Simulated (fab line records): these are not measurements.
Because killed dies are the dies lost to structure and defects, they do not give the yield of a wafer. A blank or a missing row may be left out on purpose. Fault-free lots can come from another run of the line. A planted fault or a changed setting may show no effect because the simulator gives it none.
Struck lot and sound lot, side by side	flow n5_finfet	32 steps out of a route of 1938
Sound: wafers L623.1, L623.3, L623.5. The struck wafers were L631.2, L631.3, L631.6. The cause is named last.
Each step with rows lists, per side, the tool, then ch with its chambers, then its first start. Under that, the readings that differ: sound wafers	struck wafers	difference of the means	sigmas: that difference in standard deviations of wafers without a fault.
alike: same words and numbers on both sides, and readings whose means sit less than 2 such deviations apart. not compared: any withheld reading, any reading some wafer has no value for, any bound like >300 that may hide the same value, and any number with overlapping values for which the record gives no deviation.
The two part at a step that has a row with sigmas, a row that says differs or no value, or rows on one side only. When numbers do not overlap yet have no deviation, they are printed without sigmas and do not part them. A reading missing from all wafers of one side parts the sides only when that side holds two or more wafers.

first, 7 steps without rows for these wafers: N5_SD_EPI_P_SRD_25 (time 30 s); N5_SD_ACTIVATION_RTA_00 (time 0 s); N5_SD_ACTIVATION_LSA_01 (time 0.0008 s); N5_ILD0_LINER_00 (material SiNx, target thk 4 nm, pulse time 1 s, purge time 2 s); N5_ILD0_FCVD_FILL_01 (material SiO2 flowable, target thk 200 nm, time 328.3 s); N5_ILD0_CURE_02 (time 1800 s); N5_ILD0_CMP_03 (polishes, stops on SiNx, t overpolish 1.9 s, target thk 197.38 nm).
N5_ILD0_CMP_07: polishes SiO2 flowable, stops on poly-Si, t overpolish 1.18 s, target thk 138.88 nm.
  sound on cmp-03 ch 0,1,3, day 3 22:37; struck on cmp-03 ch 0,2,3, day 5 19:44
  alike: motor_current_A
then, 23 steps without rows for these wafers: N5_ILD0_PRECLEAN_10 (cleans in NF3:NH3, afs cycles 5, time 20 s, sublimation time 60 s); N5_ILD0_ALD_15 (deposits SiNx, target thk 24 nm, pulse time 1 s, ald cycles 480); N5_ILD0_CMP_12 (polishes SiNx, stops on poly-Si, t overpolish 6 s, target thk 17.67 nm); N5_SDB_HM_DEP_00 (deposits SiNx from SiH4/NH3/N2, target thk 40 nm, time 35.3 s); N5_SDB_COAT_03 (time 60 s, resist thk 100 nm); N5_SDB_COAT_04 (time 60 s, resist thk 18 nm); N5_SDB_COAT_05 (resist thk 90 nm); N5_SDB_EBR_07; N5_SDB_SOFTBAKE_06 (time 60 s); N5_SDB_EXPOSE_08 (exposes mask SDB); N5_SDB_PEB_09 (peb time 60 s); N5_SDB_DEVELOP_10 (develop time 30 s); N5_SDB_DESCUM_16 (chemistry O2, time 7.9 s); N5_SDB_ETCH_17 (etches SiARC in CF4, target depth 23.4 nm, time 39 s); N5_SDB_ETCH_18 (etches SOC in N2/H2, target depth 100 nm, overetch 20 nm, time 150 s); N5_SDB_STRIP_19 (strips in N2/H2); N5_SDB_STRIP_21 (strips in CF4); N5_SDB_HM_OPEN_20 (chemistry CH3F/O2, target SiNx, stops on poly-Si, target depth 24 nm); N5_SDB_STRIP_22 (strips in N2/H2); N5_SDB_PRECLEAN_23 (cleans in dHF, time 30 s); N5_SDB_DUMMY_REMOVE_24 (chemistry TMAH, target poly-Si, stops on SiO2, target depth 142 nm, time 57 s, rinse time 30 s); N5_SDB_ETCH_25 (etches SiO2 in C4F6/O2, target depth 10 nm, time 3.3 s); N5_SDB_CUT_ETCH_26 (etches Si in HBr/Cl2/O2, target depth 129.6 nm, bt time 20 s, time 51.8 s).
-- the record jumps here: 9 days lie between the struck wafers' starts before and after (it left off in module SDB and takes up again in module PASSIVATION, whose first step shown is number 1936 of the route) --
N5_PASSIVATION_PROBE_49:
  only the struck wafers here have rows in the record (prober-02, day 15 02:40); the sound ones have none

== WHERE THEY PART ==
Only at N5_PASSIVATION_PROBE_49, within this record.

WHY: what had been put in by the simulator
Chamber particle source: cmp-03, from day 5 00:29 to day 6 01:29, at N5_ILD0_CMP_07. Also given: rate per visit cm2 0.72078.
